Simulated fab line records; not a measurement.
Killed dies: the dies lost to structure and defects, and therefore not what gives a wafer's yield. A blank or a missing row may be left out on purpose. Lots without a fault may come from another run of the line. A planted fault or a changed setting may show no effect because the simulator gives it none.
8D (eight disciplines) problem report, filled in by code	flow n5_finfet	the parts of the form that need people (team, actions taken, sign-off) are left out

== 1. THE ISSUE ==
raw_defect_count at N5_BEOL_M6_INSPECT_58 reads a mean of 672 on 6 wafers of 2 lots; wafers without a fault read 70 with a standard deviation of 22. That is +27 standard deviations from the usual mean.
The step: inspects for defects (darkfield).
First seen on wafer L452.1, day 13 09:00, on defect_inspect-02. The record holds 32 wafers of 11 lots with a number at this step. By rule, "out" or "out of limits" means more than 4 standard deviations away from the usual mean. The rest of the wafers with a number are treated as sound.

== 2. WHAT IT IS AND WHAT IT IS NOT ==
question	is	is not
which readings at this step	raw_defect_count	-
which lots	L452, L453	L434, L437, L438, L439, L440, L441, L442, L454, L455
which wafers of those lots	all that have a number	-
read on which gauges	defect_inspect-02	defect_inspect-01
when	from day 13 09:00	up to then (20 sound wafers); but 6 sound wafers of L454, L455 came after

== 3. SUSPECTS, AND WHAT RULES EACH OUT ==
Counting: a tool stays on the suspect list if, at a process step up to the reading, it processed all lots that are out and no sound lot following the first of them.
- the gauge at N5_BEOL_M6_INSPECT_58: ruled out. All the wafers that are out were read on defect_inspect-02, but those of them that N5_BEOL_M7_INSPECT_30 has rows for are out there too, on other tools.
- pvd_sputter-03 at N5_BEOL_M6_SPUTTER_48 (material Cu, target thk 10 nm, time 1.667 s): ruled out as a lasting fault. After its first lot that is out, L452 (day 13 08:02), sound lots L454, L455 ran on it.
- pecvd-01 at N5_BEOL_M6_PRE_CLEAN_55 (time 15 s): kept. It processed each lot that is out, first L452 at day 13 08:53, and no sound lot thereafter; up to then, the last sound lot it processed was L442 at day 10 10:46.
- pecvd-01 at N5_BEOL_M6_DEP_56 (deposits SiCN from 3MS/NH3, target thk 10 nm, time 17.5 s): kept. It processed each lot that is out, first L452 at day 13 08:55, and no sound lot thereafter; up to then, the last sound lot it processed was L442 at day 10 10:49.
What counting leaves: pecvd-01 at N5_BEOL_M6_PRE_CLEAN_55 and pecvd-01 at N5_BEOL_M6_DEP_56.

== 4. THE CAUSE (what the simulator had put in) ==
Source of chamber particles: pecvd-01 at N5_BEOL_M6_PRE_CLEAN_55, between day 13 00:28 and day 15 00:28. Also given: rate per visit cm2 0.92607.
This tool is one of the 2 suspects left after counting.

== 5. THE CHAIN OF EFFECTS, in route order ==
Each row: a reading whose mean over the struck wafers that have a number lies more than 3 standard deviations from the usual. Scope: only readings with a usual standard deviation given in the record; hours: median across lots of the time from each lot's start at the first step in this table that gives one to its start at this step; sigmas: change in usual standard deviations.
hours	step	reading	usual	on struck wafers	change	sigmas
0	N5_BEOL_M6_INSPECT_58	raw_defect_count	70	672	+602	+27
3	N5_BEOL_M7_INSPECT_13	raw_defect_count	431	988	+557	+6.6
5	N5_BEOL_M7_INSPECT_30	raw_defect_count	433	997	+564	+6.6
77	N5_PASSIVATION_PROBE_49	defect_limited_yield	90.9 %	83.5	-7.4	-4.9
77	N5_PASSIVATION_PROBE_49	killed_at_M4_up	13	97	+84	+19
77	N5_PASSIVATION_PROBE_49	killed_dies	107	194	+87	+4.8
77	N5_PASSIVATION_PROBE_49	killed_on_rim	14	27	+13	+3.1
77	N5_PASSIVATION_PROBE_49	sort_bin_5_function	5.3 %	10.1	+4.8	+4.3
77	N5_PASSIVATION_PROBE_49	sort_n_pass	1073	986	-87	-4.8
77	N5_PASSIVATION_PROBE_49	sort_yield_pct	90.9 %	83.5	-7.4	-4.9
Here are the process steps it includes:
- N5_PASSIVATION_PROBE_49

== 6. WHAT WOULD HAVE CAUGHT IT SOONER ==
Counted from the fault's start at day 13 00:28, it took 9 hours until the first out-of-limits reading at a measuring or inspecting step in this record, taken at day 13 09:00.
Among the 2 lots that are out, L453 began N5_BEOL_M6_PRE_CLEAN_55 on pecvd-01 after day 13 09:00. A hold on the tool at that time would have spared it.
